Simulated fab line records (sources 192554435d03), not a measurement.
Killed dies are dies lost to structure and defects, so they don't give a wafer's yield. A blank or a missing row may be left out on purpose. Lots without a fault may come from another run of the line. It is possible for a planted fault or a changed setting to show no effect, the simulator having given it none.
Comparing a struck lot with a sound one	flow n5 finfet	26 out of 1938 route steps
Sound: the wafers L686.1, L686.4, L686.5. Wafers L681.1, L681.2, L681.6 were the ones struck. At the end, the cause is stated.
At each step with rows: each side's tool, then ch and its chambers, then its first start. Under that, the readings that differ: sound wafers	struck wafers	difference of the means	sigmas: that difference in standard deviations of wafers without a fault.
alike: readings whose means differ by less than 2 such deviations, and words and numbers that are the same on both sides. not compared: withheld readings, readings that some wafer has no value for, bounds like >300 that may hide the same value, and numbers for which the record gives no deviation and whose values overlap.
Wherever a step has rows on one side only, a row that says differs or no value, or a row with sigmas, the two part there. Non-overlapping numbers with no deviation appear without sigmas and do not part them. A reading missing from all wafers of one side parts the sides only when that side holds two or more wafers.

first, 10 steps without rows for these wafers: N5_GATE_CUT_DESCUM_18 (chemistry O2, time 7 s); N5_GATE_CUT_ETCH_28 (etches underlayer in N2/H2, target depth 13 nm, time 10.4 s); N5_GATE_CUT_ETCH_36 (etches SiARC in CF4, target depth 13 nm, time 21.7 s); N5_GATE_CUT_ETCH_37 (etches SOC in N2/H2, target depth 60 nm, overetch 12 nm, time 90 s); N5_GATE_CUT_STRIP_38 (strips in N2/H2); N5_GATE_CUT_STRIP_39 (strips in N2/H2); N5_GATE_CUT_HM_OPEN_40 (chemistry C4F6/O2, target SiO2, target depth 139 nm, time 85.1 s); N5_GATE_CUT_STRIP_41 (strips in CF4); N5_GATE_CUT_STRIP_42 (strips in O2); N5_GATE_CUT_ETCH_19 (etches SiNx in CH3F/O2, target depth 53.7 nm, time 76.7 s).
N5_GATE_CUT_CUT_ETCH_53: etches W in SF6/Cl2, target depth 79.2 nm.
  sound on rie metal-02 ch 0,1, day 9 11:13; struck on rie metal-03 ch 0,1, day 8 04:47
  no value came back on the struck wafers for any of 6 readings (SF6_flow_sccm (sccm), bias w (W) and others); on the sound wafers SF6_flow_sccm (sccm) reads 40.18 40.02 39.99
reading	sound	struck	difference	sigmas
model.SiO2_of_GATE_CUT_HM_DEP_46.thk nm (nm)	116.8 120.2 119.8	125.2 123.6 127.2	+6.4	
  not compared: rf hours counter h
N5_GATE_CUT_CUT_ETCH_54: etches TiN in Cl2/BCl3, target depth 96.7 nm.
  sound on rie metal-02 ch 0,1, day 9 11:16; struck on rie metal-03 ch 0,1, day 8 04:50
reading	sound	struck	difference	sigmas
etch rf on time s (s)	35.4 35.0 36.2	47.9 47.9 47.9	+12.4	+13
oes product au (a.u.)	0.75 0.76 0.88	0.27 0.27 0.26	-0.53	-6
  alike: bcl3 flow sccm, bias w, drypump motor current A, oes_ar_750_au, throttle valve pct
  not compared: rf hours counter h
then, 9 steps without rows for these wafers: N5_GATE_CUT_ETCH_47 (etches SiO2 in Cl2/BCl3, target depth 10 nm); N5_GATE_CUT_VAPOR_ETCH_48 (etches TiN in BCl3/Cl2); N5_GATE_CUT_VAPOR_ETCH_49 (etches TiAlC in BCl3/Cl2); N5_GATE_CUT_VAPOR_ETCH_51 (etches HfO2 in BCl3/Cl2); N5_GATE_CUT_STRIP_21 (strips in N2/H2, time 30 s); N5_GATE_CUT_STRIP_29 (strips in post etch residue remover, time 60 s); N5_GATE_CUT_SRD_52 (time 30 s); N5_GATE_CUT_ALD_22 (deposits SiNx, target thk 16 nm, pulse time 1 s, ald cycles 320); N5_GATE_CUT_CMP_23 (polishes, stops on SiO2, t overpolish 23.4 s, target thk 16 nm).
N5_GATE_CUT_THK_MEAS_24:
  sound on film metro-01, day 9 13:34; struck on film metro-02, day 8 07:01
reading	sound	struck	difference	sigmas
GC_FILL_THK (nm)	220.7 221.3 222.5	227.4 226.4 229.3	+6.2	+3
N5_GATE_CUT_CMP_43: polishes SiO2.
  sound on cmp-04 ch 2,3, day 9 13:35; struck on cmp-03 ch 0,2,3, day 8 07:07
reading	sound	struck	difference	sigmas
model.SiO2_of_GATE_CUT_HM_DEP_46.thk nm (nm)	5 5 5	5.4 5.2 5.4	+0.3	
  alike: motor current A, slurry flow ml min
then, 1 step without rows for these wafers: N5_GATE_CUT_CMP_61 (polishes, stops on SiNx, t overpolish 3 s).
N5_BEOL_M4_RC_MEAS_101:
  the record has rows for the sound wafers here (prober-02 ch 0, day 13 00:05) and none for the struck ones
-- the record jumps here: 9 days lie between the struck wafers' starts before and after (it left off in module BEOL_M4 and takes up again in module PASSIVATION, whose first step shown is number 1936 of the route) --
N5_PASSIVATION_PROBE_49:
  sound on prober-01, day 17 10:56; struck on prober-02, day 17 14:32
reading	sound	struck	difference	sigmas
defect limited yield (%)	91.9 91.0 90.7	0 0 0	-91	-65
killed at front end	56 55 44	1137 1122 1124	+1076	+98
killed dies	96 106 110	1180 1180 1180	+1076	+67
killed on rim	10 10 12	152 152 152	+141	+42
sort_bin_5_function (%)	5.1 4.8 5.0	96.9 96.8 97.3	+92.0	+99 or more
sort n pass	1084 1074 1070	0 0 0	-1076	-37
sort yield pct (%)	91.9 91.0 90.7	0 0 0	-91	-36
  alike: killed_at_M0_to_M3, killed_at_M4_up, killed at contacts, killed at other, killed open, killed short, sort_bin_4_leakage, sort_bin_6_memory

WHERE THEY PART
At N5_GATE_CUT_CUT_ETCH_53 first; at N5_PASSIVATION_PROBE_49 last (within this record only).

WHY: what had been put in by the simulator
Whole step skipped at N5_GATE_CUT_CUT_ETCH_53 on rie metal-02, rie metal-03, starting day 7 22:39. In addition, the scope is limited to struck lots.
